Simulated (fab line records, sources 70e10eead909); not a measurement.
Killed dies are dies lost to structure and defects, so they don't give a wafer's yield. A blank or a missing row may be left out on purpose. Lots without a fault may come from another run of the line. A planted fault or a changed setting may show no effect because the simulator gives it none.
Chamber matching | flow nand_harc | NHARC_A_CHANNEL_FILL_D1_ALD_25 on ald_hk-01: 4 sister chambers
The step deposits SiOx, target thk 60 nm, pulse time 10 s, ald cycles 600. 4 wafers are shown with their chamber, then 9 later ones without.

WAFERS WITH THEIR CHAMBER
wafer  | chamber | heater_power_w (W)
L087.3 | 2       | 560
L087.5 | 1       | 485
L090.1 | 3       | 432
L090.6 | 0       | 496

WAFERS WITHOUT THEIR CHAMBER
wafer  | heater_power_w (W)
L093.1 | 484
L093.4 | 424
L093.5 | 484
L092.1 | 496
L092.3 | 430
L092.4 | 473
L094.4 | 500
L094.2 | 426
L094.6 | 477

WHICH CHAMBER EACH WENT THROUGH
wafer  | from the rows above     | in truth
L093.1 | can't be placed: 1 or 0 | 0
L093.4 | 3                       | 3
L093.5 | can't be placed: 1 or 0 | 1
L092.1 | can't be placed: 0 or 1 | 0
L092.3 | 3                       | 3
L092.4 | can't be placed: 1 or 0 | 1
L094.4 | can't be placed: 0 or 1 | 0
L094.2 | 3                       | 3
L094.6 | can't be placed: 1 or 0 | 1
Placed correctly: 3 of 9. Can't be placed from these rows: 6 (the true chamber is among the candidates in 6). Placed wrongly: 0.
How it was worked out, from the rows above alone: a wafer's distance from a chamber is the root of the sum, over the readings, of the square of ((its reading less the chamber's mean) divided by the reading's scatter). The wafer belongs to the nearest chamber; if the next one is less than 2 further off, it can't be placed. A chamber's mean is the mean of its shown wafers. The scatter: with one shown wafer a chamber, the root of the mean of the squares of how far each hidden wafer lies from its nearest shown one.
